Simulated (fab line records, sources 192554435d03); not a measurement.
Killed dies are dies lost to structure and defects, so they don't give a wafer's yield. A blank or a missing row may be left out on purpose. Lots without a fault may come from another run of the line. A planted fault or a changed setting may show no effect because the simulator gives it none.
Chamber matching | flow n5_finfet | N5_BEOL_M5_CO_CAP_78 on cvd_co-01: 3 sister chambers
The step material Co, precursor CCTBA/H2, target thk 2 nm, time 102.1 s. 16 wafers are shown with their chamber, then 8 later ones without.

WAFERS WITH THEIR CHAMBER
wafer  | chamber | heater_power_w (W)
L077.1 | 1       | 196
L077.3 | 0       | 214
L077.5 | 2       | 215
L076.2 | 2       | 213
L076.4 | 1       | 203
L076.6 | 0       | 220
L082.1 | 2       | 210
L082.4 | 2       | 215
L082.6 | 1       | 192
L088.2 | 0       | 211
L088.3 | 2       | 220
L088.5 | 0       | 213
L090.1 | 2       | 215
L090.3 | 1       | 195
L090.6 | 1       | 195
L092.1 | 0       | 218

SIGNATURES (means of the wafers above)
reading        | chamber 0 | chamber 1 | chamber 2 | scatter within a chamber
heater_power_w | 215.20    | 196.20    | 214.67    | 3.67
Rule: a wafer's distance from a chamber is the root of the sum, over the readings, of the square of ((its reading less the chamber's mean) divided by the reading's scatter). The wafer belongs to the nearest chamber; if the next one is less than 2 further off, it can't be placed. The scatter: the root of (the sum of the squares of (reading less its chamber's mean) over the shown wafers, divided by (wafers less chambers)).

WAFERS WITHOUT THEIR CHAMBER
wafer  | heater_power_w (W)
L092.4 | 222
L092.6 | 199
L095.1 | 213
L095.3 | 208
L095.4 | 213
L096.2 | 193
L096.3 | 216
L096.6 | 199

WHICH CHAMBER EACH WENT THROUGH
wafer  | from the rows above          | in truth
L092.4 | can't be placed: 0 or 2      | 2
L092.6 | 1                            | 1
L095.1 | can't be placed: 2 or 0      | 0
L095.3 | can't be placed: 2 or 0 or 1 | 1
L095.4 | can't be placed: 2 or 0      | 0
L096.2 | 1                            | 1
L096.3 | can't be placed: 0 or 2      | 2
L096.6 | 1                            | 1
Placed correctly: 3 of 8. Can't be placed from these rows: 5 (the true chamber is among the candidates in 5). Placed wrongly: 0.
